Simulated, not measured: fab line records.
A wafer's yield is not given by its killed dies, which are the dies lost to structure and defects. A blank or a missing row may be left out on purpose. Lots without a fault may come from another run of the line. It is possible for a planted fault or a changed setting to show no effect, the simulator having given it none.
Chamber matching :: flow n5 finfet :: N5_BEOL_M0_SAQP_ETCH_106 on rie diel-06 has 4 sister chambers
The step etches SOC in N2/H2, stops on SiNx, target depth 150 nm. 4 wafers are shown with their chamber, then 7 later ones without.

## WAFERS, EACH WITH ITS CHAMBER
wafer: L079.1
chamber: 3
showerhead plenum p Torr (Torr): 2.66

wafer: L079.2
chamber: 1
showerhead plenum p Torr (Torr): 2.51

wafer: L087.3
chamber: 0
showerhead plenum p Torr (Torr): 2.41

wafer: L087.4
chamber: 2
showerhead plenum p Torr (Torr): 2.49

## WAFERS WHOSE CHAMBER IS MISSING
wafer: L087.5
showerhead plenum p Torr (Torr): 2.50

wafer: L091.3
showerhead plenum p Torr (Torr): 2.65

wafer: L091.5
showerhead plenum p Torr (Torr): 2.65

wafer: L091.6
showerhead plenum p Torr (Torr): 2.50

wafer: L096.1
showerhead plenum p Torr (Torr): 2.50

wafer: L096.4
showerhead plenum p Torr (Torr): 2.65

wafer: L096.5
showerhead plenum p Torr (Torr): 2.50

## WHICH CHAMBER EACH WENT THROUGH
wafer: L087.5
from the rows above: can't be placed: 1 or 2
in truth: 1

wafer: L091.3
from the rows above: 3
in truth: 3

wafer: L091.5
from the rows above: 3
in truth: 3

wafer: L091.6
from the rows above: can't be placed: 1 or 2
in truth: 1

wafer: L096.1
from the rows above: can't be placed: 1 or 2
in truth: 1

wafer: L096.4
from the rows above: 3
in truth: 3

wafer: L096.5
from the rows above: can't be placed: 1 or 2
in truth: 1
Correctly placed: 3 of 7. These rows do not allow placing 4 (true chamber among the candidates in 4). 0 placed wrongly.
How it was worked out, from the rows above alone: a wafer's distance from a chamber is the root of the sum, over the readings, of the square of ((its reading less the chamber's mean) divided by the reading's scatter). The wafer belongs to the nearest chamber; if the next one is less than 2 further off, it can't be placed. Each chamber's mean is taken over the wafers shown for it. The scatter: root of mean squared gap, hidden wafer to nearest shown wafer, with one shown wafer a chamber.
